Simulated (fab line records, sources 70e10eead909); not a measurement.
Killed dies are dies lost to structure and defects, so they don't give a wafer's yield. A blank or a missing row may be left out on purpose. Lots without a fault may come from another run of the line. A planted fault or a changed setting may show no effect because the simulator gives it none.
Chamber matching | flow nand_harc | NHARC_A_CONTACT_DEP_24 on pecvd-01: 3 sister chambers
The step deposits SiO2, target thk 500 nm. 3 wafers are shown with their chamber, then 9 later ones without.

WAFERS WITH THEIR CHAMBER
wafer  | chamber | throttle_valve_pct (%)
L092.1 | 0       | 16.1
L092.5 | 1       | 15.1
L092.6 | 2       | 16.0

WAFERS WITHOUT THEIR CHAMBER
wafer  | throttle_valve_pct (%)
L093.1 | 16.0
L093.3 | 15.9
L093.6 | 16.0
L094.1 | 15.5
L094.3 | 16.3
L094.4 | 15.4
L097.1 | 16.4
L097.5 | 16.2
L097.6 | 15.5

WHICH CHAMBER EACH WENT THROUGH
wafer  | from the rows above          | in truth
L093.1 | can't be placed: 2 or 0      | 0
L093.3 | can't be placed: 2 or 0      | 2
L093.6 | can't be placed: 2 or 0      | 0
L094.1 | can't be placed: 1 or 2 or 0 | 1
L094.3 | can't be placed: 0 or 2      | 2
L094.4 | can't be placed: 1 or 2 or 0 | 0
L097.1 | can't be placed: 0 or 2      | 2
L097.5 | can't be placed: 0 or 2      | 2
L097.6 | can't be placed: 1 or 2 or 0 | 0
Placed correctly: 0 of 9. Can't be placed from these rows: 9 (the true chamber is among the candidates in 9). Placed wrongly: 0.
How it was worked out, from the rows above alone: a wafer's distance from a chamber is the root of the sum, over the readings, of the square of ((its reading less the chamber's mean) divided by the reading's scatter). The wafer belongs to the nearest chamber; if the next one is less than 2 further off, it can't be placed. A chamber's mean is the mean of its shown wafers. The scatter: with one shown wafer a chamber, the root of the mean of the squares of how far each hidden wafer lies from its nearest shown one.
